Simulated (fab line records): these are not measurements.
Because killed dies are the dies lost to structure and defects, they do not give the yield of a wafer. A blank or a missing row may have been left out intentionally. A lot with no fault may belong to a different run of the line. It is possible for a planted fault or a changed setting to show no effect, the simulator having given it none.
The tool behind it: which one?	flow n5 finfet	24 lots with 72 wafers sampled at 6 steps, on a route of 1938 steps

== WHAT THE GAUGES SHOWED, per wafer ==
N5_MOL_CONTACT_COAG_INSPECT_97: inspects for defects (darkfield). Usual: raw defect count reads 39 (standard deviation 16).
lot	measured	on	raw defect count	flag
L074	day 5 10:23	defect inspect-01	43 79 65	
L075	day 5 17:08	defect inspect-02	22 11 20	
L076	day 5 23:17	defect inspect-01	58 44 30	
L077	day 6 04:59	defect inspect-01	34 37 33	
L078	day 6 09:10	defect inspect-01	44 26 26	
L079	day 6 19:12	defect inspect-01	25 25 34	
L080	day 6 22:11	defect inspect-02	34 17 39	
L081	day 7 03:14	defect inspect-01	19 21 50	
L082	day 7 08:03	defect inspect-02	45 24 35	
L083	day 7 11:06	defect inspect-02	40 61 44	
L084	day 7 18:39	defect inspect-02	31 63 75	
L085	day 8 03:53	defect inspect-02	41 25 36	
L086	day 8 10:40	defect inspect-01	50 27 56	
L087	day 8 13:41	defect inspect-02	18 17 31	
L088	day 9 01:22	defect inspect-01	48 60 46	
L089	day 9 04:20	defect inspect-02	47 49 44	
L090	day 9 09:19	defect inspect-01	37 47 35	
L091	day 9 12:37	defect inspect-02	46 86 70	
L092	day 9 22:16	defect inspect-02	51 36 52	
L093	day 10 03:44	defect inspect-02	32 27 23	
L094	day 10 09:08	defect inspect-02	78 35 37	
L095	day 10 16:30	defect inspect-02	34 31 36	
L096	day 10 22:29	defect inspect-02	25 28 24	
L097	day 11 01:35	defect inspect-02	37 65 34	

N5_BEOL_M0_SAQP_CD_MEAS_29: the cd target is 14.4 nm. Usual: cd nm reads 14.93 nm (standard deviation 0.22).
lot	measured	on	cd nm (nm)	flag
L074	day 5 15:28	cd sem-02	14.88 14.83 15.12	
L075	day 5 22:37	cd sem-03	15.00 14.80 15.12	
L076	day 6 06:23	cd sem-02	14.76 14.97 14.73	
L077	day 6 11:40	cd sem-01	14.97 15.00 14.92	
L078	day 6 14:42	cd sem-01	14.93 14.93 14.89	
L079	day 7 01:02	cd sem-01	14.88 15.06 14.86	
L080	day 7 03:28	cd sem-01	15.01 14.64 15.16	
L081	day 7 10:10	cd sem-01	14.72 14.82 15.09	
L082	day 7 13:25	cd sem-03	15.17 14.91 14.87	
L083	day 7 18:07	cd sem-01	14.88 15.42 14.79	
L084	day 7 23:50	cd sem-02	15.02 14.76 14.78	
L085	day 8 10:03	cd sem-02	14.65 14.82 14.55	
L086	day 9 01:06	cd sem-03	15.11 15.40 15.27	
L087	day 9 01:40	cd sem-03	15.20 14.56 14.99	
L088	day 9 07:05	cd sem-02	15.15 15.31 15.07	
L089	day 9 12:57	cd sem-03	14.72 14.89 14.69	
L090	day 9 15:52	cd sem-01	14.94 14.95 15.04	
L091	day 9 21:42	cd sem-02	14.87 15.09 14.56	
L092	day 10 04:31	cd sem-01	15.08 15.02 15.26	
L093	day 10 11:16	cd sem-01	14.88 14.94 15.26	
L094	day 10 16:03	cd sem-01	15.31 14.73 15.02	
L095	day 10 23:45	cd sem-02	14.77 14.81 14.91	
L096	day 11 03:59	cd sem-03	14.97 14.70 14.85	
L097	day 11 07:57	cd sem-01	15.08 14.58 14.77	

== WHICH TOOL RAN EACH LOT (tool, then ch and the chambers of the sampled wafers, then the start) ==
lot	N5_BEOL_M0_SAQP_HM_DEP_02	N5_BEOL_M0_SAQP_PECVD_97	N5_BEOL_M0_SAQP_PECVD_04	N5_BEOL_M0_SAQP_ETCH_101
L074	pvd sputter-03, day 5 11:07	pecvd-04 ch 0,2, day 5 11:19	pecvd-04 ch 0,2, day 5 11:21	rie diel-06 ch 1,3, day 5 13:44
L075	pvd sputter-03, day 5 18:01	pecvd-04 ch 0,1, day 5 18:13	pecvd-04 ch 0,1, day 5 18:15	rie diel-03 ch 0,3, day 5 20:49
L076	pvd sputter-01, day 6 01:40	pecvd-02 ch 0,2, day 6 01:52	pecvd-02 ch 0,2, day 6 01:55	rie diel-04 ch 0,1,2, day 6 04:11
L077	pvd sputter-01, day 6 05:31	pecvd-03 ch 1,2, day 6 05:43	pecvd-03 ch 1,2, day 6 05:45	rie diel-03 ch 0,1,2, day 6 09:36
L078	pvd sputter-02, day 6 10:04	pecvd-04 ch 1,2, day 6 10:15	pecvd-04 ch 1,2, day 6 10:17	rie diel-03 ch 0,2, day 6 12:26
L079	pvd sputter-02, day 6 19:44	pecvd-04 ch 0,1,2, day 6 19:57	pecvd-04 ch 0,1,2, day 6 20:00	rie diel-06 ch 0,2,3, day 6 22:33
L080	pvd sputter-02, day 6 22:45	pecvd-03 ch 0,2, day 6 22:57	pecvd-03 ch 0,2, day 6 22:59	rie diel-04 ch 0,1, day 7 01:37
L081	pvd sputter-01, day 7 05:07	pecvd-04 ch 0,1,2, day 7 05:19	pecvd-04 ch 0,1,2, day 7 05:22	rie diel-04 ch 1,2,3, day 7 08:15
L082	pvd sputter-01, day 7 08:37	pecvd-03 ch 0,1,2, day 7 08:48	pecvd-03 ch 0,1,2, day 7 08:50	rie diel-06 ch 0,2,3, day 7 11:11
L083	pvd sputter-01, day 7 13:40	pecvd-04 ch 1,2, day 7 13:55	pecvd-04 ch 1,2, day 7 13:59	rie diel-03 ch 1,2, day 7 16:08
L084	pvd sputter-02, day 7 19:30	pecvd-04 ch 1,2, day 7 19:41	pecvd-04 ch 1,2, day 7 19:44	rie diel-03 ch 0,3, day 7 22:01
L085	pvd sputter-01, day 8 05:16	pecvd-03 ch 0,1, day 8 05:28	pecvd-03 ch 0,1, day 8 05:30	rie diel-04 ch 1,2,3, day 8 07:59
L086	pvd sputter-01, day 8 12:46	pecvd-03 ch 0,2, day 8 12:58	pecvd-03 ch 0,2, day 8 13:01	rie diel-03 ch 0,3, day 8 19:31
L087	pvd sputter-01, day 8 16:02	pecvd-03 ch 0,2, day 8 16:14	pecvd-03 ch 0,2, day 8 16:16	rie diel-04 ch 0,2,3, day 8 20:20
L088	pvd sputter-02, day 9 02:46	pecvd-02 ch 0,1, day 9 02:58	pecvd-02 ch 0,1, day 9 03:00	rie diel-03 ch 1,3, day 9 05:22
L089	pvd sputter-03, day 9 08:14	pecvd-02 ch 0,1, day 9 08:26	pecvd-02 ch 0,1, day 9 08:28	rie diel-03 ch 1,2,3, day 9 10:44
L090	pvd sputter-02, day 9 10:56	pecvd-04 ch 0,1, day 9 11:08	pecvd-04 ch 0,1, day 9 11:11	rie diel-03 ch 0,2,3, day 9 13:46
L091	pvd sputter-01, day 9 16:45	pecvd-03 ch 0,1, day 9 16:59	pecvd-03 ch 0,1, day 9 17:03	rie diel-06 ch 0,1,2, day 9 19:22
L092	pvd sputter-02, day 9 23:35	pecvd-02 ch 1,2, day 9 23:47	pecvd-02 ch 1,2, day 9 23:49	rie diel-04 ch 1,2, day 10 02:35
L093	pvd sputter-01, day 10 05:07	pecvd-02 ch 0,2, day 10 05:19	pecvd-02 ch 0,2, day 10 05:21	rie diel-04 ch 0,2,3, day 10 09:29
L094	pvd sputter-03, day 10 11:50	pecvd-02 ch 0,1,2, day 10 12:03	pecvd-02 ch 0,1,2, day 10 12:06	rie diel-04 ch 1,2, day 10 14:14
L095	pvd sputter-01, day 10 18:14	pecvd-02 ch 1,2, day 10 18:26	pecvd-02 ch 1,2, day 10 18:28	rie diel-03 ch 1,3, day 10 22:01
L096	pvd sputter-02, day 10 23:30	pecvd-02 ch 0,2, day 10 23:43	pecvd-02 ch 0,2, day 10 23:45	rie diel-06 ch 0,2,3, day 11 02:16
L097	pvd sputter-03, day 11 03:28	pecvd-03 ch 0,1, day 11 03:40	pecvd-03 ch 0,1, day 11 03:43	rie diel-04 ch 0,2, day 11 06:02
- N5_BEOL_M0_SAQP_HM_DEP_02: deposits TiN, target thk 12 nm.
- N5_BEOL_M0_SAQP_PECVD_97: deposits SiNx from SiH4/NH3/N2, target thk 23 nm, time 19.9 s.
- N5_BEOL_M0_SAQP_PECVD_04: deposits a-Si from SiH4/He, target thk 60 nm, time 60.2 s.
- N5_BEOL_M0_SAQP_ETCH_101: etches SiNx in CH3F/O2, target depth 29.9 nm, time 42.7 s.

== AS READ BY THE TOOLS THEMSELVES (means over the sampled wafers that have a number; for cases with no such wafer, the mark the record gives instead) ==
N5_BEOL_M0_SAQP_HM_DEP_02. Usual: substrate temp c 24.97 C, standard deviation 0.11; throttle valve pct 30.2 %, standard deviation 0.85.
lot	tool	substrate temp c (C)	throttle valve pct (%)	flag
L074	pvd sputter-03	24.75	30.1	
L075	pvd sputter-03	25.05	30.7	
L076	pvd sputter-01	25.04	29.5	
L077	pvd sputter-01	25.01	30.5	
L078	pvd sputter-02	24.96	31.3	
L079	pvd sputter-02	25.11	30.1	
L080	pvd sputter-02	25.04	30.5	
L081	pvd sputter-01	24.99	30.5	
L082	pvd sputter-01	24.99	29.9	
L083	pvd sputter-01	24.92	29.8	
L084	pvd sputter-02	24.89	30.8	
L085	pvd sputter-01	24.89	29.5	
L086	pvd sputter-01	24.97	29.9	
L087	pvd sputter-01	24.98	29.6	
L088	pvd sputter-02	24.87	30.8	
L089	pvd sputter-03	24.92	30.8	
L090	pvd sputter-02	24.91	31.3	
L091	pvd sputter-01	24.96	29.9	
L092	pvd sputter-02	24.98	30.0	
L093	pvd sputter-01	24.94	29.8	
L094	pvd sputter-03	25.03	30.0	
L095	pvd sputter-01	24.95	29.7	
L096	pvd sputter-02	24.94	30.2	
L097	pvd sputter-03	25.06	30.6	

N5_BEOL_M0_SAQP_PECVD_97. Usual: heater power outer w 325 W, standard deviation 41; heater power w 549 W, standard deviation 56; showerhead plenum p Torr 5.16 Torr, standard deviation 0.048; throttle valve pct 40.3 %, standard deviation 2.5.
lot	tool	heater power outer w (W)	heater power w (W)	showerhead plenum p Torr (Torr)	throttle valve pct (%)	flag
L074	pecvd-04	373	601	5.14	37.2	
L075	pecvd-04	347	578	5.21	41.1	
L076	pecvd-02	336	558	5.15	39.5	
L077	pecvd-03	311	512	5.18	42.8	
L078	pecvd-04	337	544	5.19	41.1	
L079	pecvd-04	360	585	5.18	39.3	
L080	pecvd-03	295	515	5.12	39.2	
L081	pecvd-04	377	606	5.18	39.4	
L082	pecvd-03	307	535	5.17	40.6	
L083	pecvd-04	297	501	5.19	41.1	
L084	pecvd-04	351	558	5.19	41.3	
L085	pecvd-03	268	494	5.16	38.4	
L086	pecvd-03	281	502	5.13	39.2	
L087	pecvd-03	278	474	5.14	41.6	
L088	pecvd-02	364	592	5.13	41.9	
L089	pecvd-02	278	483	5.12	42.8	
L090	pecvd-04	385	639	5.20	39.5	
L091	pecvd-03	294	537	5.15	38.5	
L092	pecvd-02	280	499	5.14	42.0	
L093	pecvd-02	329	556	5.15	40.0	
L094	pecvd-02	329	560	5.13	41.3	
L095	pecvd-02	303	534	5.14	42.1	
L096	pecvd-02	344	581	5.15	40.1	
L097	pecvd-03	286	531	5.20	39.6	

N5_BEOL_M0_SAQP_PECVD_04. Usual: heater power outer w 377 W, standard deviation 40; heater power w 618 W, standard deviation 54; showerhead plenum p Torr 5.68 Torr, standard deviation 0.036; throttle valve pct 18.3 %, standard deviation 1.1.
lot	tool	heater power outer w (W)	heater power w (W)	showerhead plenum p Torr (Torr)	throttle valve pct (%)	flag
L074	pecvd-04	407	659	5.67	17.0	
L075	pecvd-04	367	595	5.72	18.6	
L076	pecvd-02	395	632	5.68	18.0	
L077	pecvd-03	343	553	5.71	19.5	
L078	pecvd-04	390	620	5.71	18.8	
L079	pecvd-04	429	669	5.69	17.9	
L080	pecvd-03	350	590	5.65	17.8	
L081	pecvd-04	393	629	5.70	17.8	
L082	pecvd-03	347	596	5.68	18.4	
L083	pecvd-04	405	627	5.70	18.6	
L084	pecvd-04	368	585	5.71	18.8	
L085	pecvd-03	327	578	5.68	17.5	
L086	pecvd-03	371	610	5.66	17.8	
L087	pecvd-03	372	602	5.66	18.9	
L088	pecvd-02	410	656	5.66	19.1	
L089	pecvd-02	370	606	5.66	19.5	
L090	pecvd-04	384	653	5.71	17.8	
L091	pecvd-03	315	563	5.67	17.6	
L092	pecvd-02	350	582	5.67	19.0	
L093	pecvd-02	415	651	5.68	18.3	
L094	pecvd-02	375	617	5.66	18.7	
L095	pecvd-02	329	561	5.66	19.1	
L096	pecvd-02	377	614	5.68	18.2	
L097	pecvd-03	342	603	5.70	17.9	

N5_BEOL_M0_SAQP_ETCH_101. Usual: bias w 73.00 W, standard deviation 0.2; drypump motor current A 5.6 A, standard deviation 0.46; oes product au 0.80 a.u., standard deviation 0.086; rf vpp V 296 V, standard deviation 3.5; showerhead plenum p Torr 2.00 Torr, standard deviation 0.064; throttle valve pct 16.35 %, standard deviation 0.22.
lot	tool	bias w (W)	drypump motor current A (A)	oes product au (a.u.)	rf vpp V (V)	showerhead plenum p Torr (Torr)	throttle valve pct (%)	flag
L074	rie diel-06	73.12	5.7	0.73	293	1.96	16.61	
L075	rie diel-03	73.01	5.9	0.73	291	1.90	16.54	
L076	rie diel-04	72.83	5.4	0.74	295	2.02	16.51	
L077	rie diel-03	72.96	5.9	0.83	294	1.97	16.21	
L078	rie diel-03	72.92	5.9	0.85	291	1.94	16.23	
L079	rie diel-06	73.11	5.7	0.86	297	1.99	16.40	
L080	rie diel-04	73.18	5.1	0.72	297	2.04	16.55	
L081	rie diel-04	73.10	5.8	0.76	298	2.00	16.40	
L082	rie diel-06	72.87	5.7	0.85	297	1.99	16.43	
L083	rie diel-03	73.05	5.8	0.85	297	2.01	16.05	
L084	rie diel-03	73.09	5.4	0.87	296	2.05	16.23	
L085	rie diel-04	72.97	5.8	0.76	297	2.00	16.41	
L086	rie diel-03	73.11	5.8	0.79	292	1.98	16.42	
L087	rie diel-04	73.03	5.8	0.73	297	2.01	16.46	
L088	rie diel-03	73.04	5.3	0.88	298	2.10	16.09	
L089	rie diel-03	73.09	5.5	0.85	298	2.04	16.08	
L090	rie diel-03	72.93	5.6	0.83	294	1.99	16.27	
L091	rie diel-06	72.96	5.6	0.81	299	2.04	16.41	
L092	rie diel-04	73.28	5.8	0.73	297	1.98	16.51	
L093	rie diel-04	72.92	5.8	0.83	298	2.01	16.32	
L094	rie diel-04	73.03	5.4	0.74	296	1.99	16.53	
L095	rie diel-03	72.86	5.3	0.86	297	2.09	16.10	
L096	rie diel-06	72.82	5.6	0.81	297	1.98	16.46	
L097	rie diel-04	72.99	5.4	0.87	296	2.02	16.30	

== THE ANSWER, worked out from the rows above alone ==
Rule: lot off if the mean of its wafers having a number is beyond 3 standard deviations from the usual mean. Also off: a lot with no number at a reading for which 4 or more lots have one. All remaining lots with rows at the step are treated as sound. Order of review: gauges by route order, followed by the tools' own readings, for which a lot's mean as printed above is used. The first step at which some lot is off is used, and at that step the reading that is off furthest; a lot without a number counts as furthest.
Across all readings shown, no lot is off: no conclusion can be drawn from this.

== WHAT HAD BEEN PUT IN BY THE SIMULATOR ==
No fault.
